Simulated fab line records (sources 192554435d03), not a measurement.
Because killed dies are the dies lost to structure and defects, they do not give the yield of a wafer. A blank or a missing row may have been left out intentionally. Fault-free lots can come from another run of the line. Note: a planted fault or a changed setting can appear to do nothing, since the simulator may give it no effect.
Split-lot study | flow n5_finfet | route with 1938 steps; 7 lots, 21 wafers read

## THE SPLIT ITSELF
At N5_BEOL_M0_CUTY_ETCH_63 (etches SOC in N2/H2, target depth 82.7 nm, overetch 16.5 nm, time 124 s), the setting source_w was moved away from the recipe's 840 W on 4 of the 21 wafers read, by -17.6% to +9.8%. All remaining wafers had this setting at the recipe value.

Reading taken at the split's own step.

## THE READING
rf_vpp_V, in V, at N5_BEOL_M0_CUTY_ETCH_63 (etches SOC in N2/H2, target depth 82.7 nm, overetch 16.5 nm, time 124 s). On this fab line, fault-free wafers typically give 524.6 V with a standard deviation of 2.4 V.

wafer  | tool, chamber at the split | source_w as run, W | against the recipe | rf_vpp_V, V | against lot-mates on the recipe
L075.1 | rie_diel-05, 0             | 692.4              | -17.6%             | 564.2       | +40.7
L075.5 | rie_diel-05, 2             | 692.4              | -17.6%             | 561.4       | +37.9
L075.6 | rie_diel-05, 1             | 840                | recipe             | 523.5       | -
L077.2 | rie_diel-04, 2             | 840                | recipe             | 528.3       | -
L077.4 | rie_diel-04, 1             | 840                | recipe             | 523.3       | -
L077.5 | rie_diel-04, 2             | 840                | recipe             | 525.4       | -
L081.2 | rie_diel-05, 3             | 840                | recipe             | 523.4       | -
L081.4 | rie_diel-05, 0             | 840                | recipe             | 528.0       | -
L081.6 | rie_diel-05, 3             | 840                | recipe             | 524.3       | -
L090.4 | rie_diel-04, 1             | 840                | recipe             | 522.3       | -
L090.5 | rie_diel-04, 3             | 840                | recipe             | 528.2       | -
L090.6 | rie_diel-04, 2             | 840                | recipe             | 527.6       | -
L091.3 | rie_diel-04, 0             | 840                | recipe             | 522.9       | -
L091.5 | rie_diel-04, 2             | 840                | recipe             | 527.3       | -
L091.6 | rie_diel-04, 1             | 840                | recipe             | 522.2       | -
L092.1 | rie_diel-02, 1             | 922.4              | +9.8%              | 510.2       | -11.7
L092.3 | rie_diel-02, 0             | 922.4              | +9.8%              | 507.9       | -14.0
L092.4 | rie_diel-02, 3             | 840                | recipe             | 521.9       | -
L093.1 | rie_diel-04, 3             | 840                | recipe             | 528.3       | -
L093.3 | rie_diel-04, 1             | 840                | recipe             | 522.0       | -
L093.6 | rie_diel-04, 2             | 840                | recipe             | 527.0       | -

THE FIT
A straight line over all 21 wafers: rf_vpp_V changes by -2.01 V for each +1% of source_w; r = -0.98; the points scatter about the line by 2.7 V.
The same after taking each lot's own level away (the mean of its wafers on the recipe; 21 wafers): -2 V for each +1%; r = -0.97; scatter 3.2 V.
On that fit, the largest move of source_w shifts the reading by 35 V.
Measured against the standard deviation above, the lots' own levels, which go from 521.90 to 526.03 V, span 1.7 times it.
Hence the lot-to-lot level has little effect on the slope; both slopes agree.
Check: with one of the wafers moved furthest among these (-17.6%) left out of the fit, the line predicts +33 V for it against its lot-mates. Against them it came out at +40.7 V.
Tool readings at the split's step, against how far the setting was moved: rf_vpp_V r = -0.98.

## OTHER SPLITS ON THESE WAFERS
Other splits were also applied to these wafers ahead of the reading. Each is held against what the fit with the lots' levels taken away leaves over:
other split on the same wafers         | wafers away from the commonest value | r with rf_vpp_V (lot level and that fit taken away)
N5_SD_EPI_P_COAT_03 spin_rpm           | 6                                    | -0.40
N5_SD_EPI_P_DESCUM_14 time_s           | 11                                   | +0.29
N5_HKMG_FIN_COAT_43 spin_rpm           | 5                                    | +0.25
N5_GATE_CUT_ETCH_37 bias_w             | 9                                    | -0.02
N5_GATE_CUT_CUT_ETCH_54 icp_w          | 5                                    | -0.06
N5_MOL_CONTACT_COAG_ALD_123 ald_cycles | 12                                   | +0.16
N5_MOL_CONTACT_COAG_ETCH_67 source_w   | 5                                    | -0.11

## THE WHOLE CHAIN: every reading that the file lists as answering this split, in the file's order
step                    | what it does                                                            | reading                                                                                     | change (the file's fit)                | r (the file's)
N5_BEOL_M0_CUTY_ETCH_63 | etches SOC in N2/H2, target depth 82.7 nm, overetch 16.5 nm, time 124 s | rf_vpp_V                                                                                    | -2.02 V for each +1% of the setting    | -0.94
N5_BEOL_M0_HM_OPEN_105  | chemistry Cl2/BCl3, target TiN, target depth 12 nm                      | SiO2_of_BEOL_M0_SAQP_SPACER2_ALD_26.thk_nm (the simulator's own value, which no gauge read) | -0.0381 nm for each +1% of the setting | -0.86

## THE FILE'S OWN FIT
rf_vpp_V changes by -2.02 V for each +1% of source_w, r = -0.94.
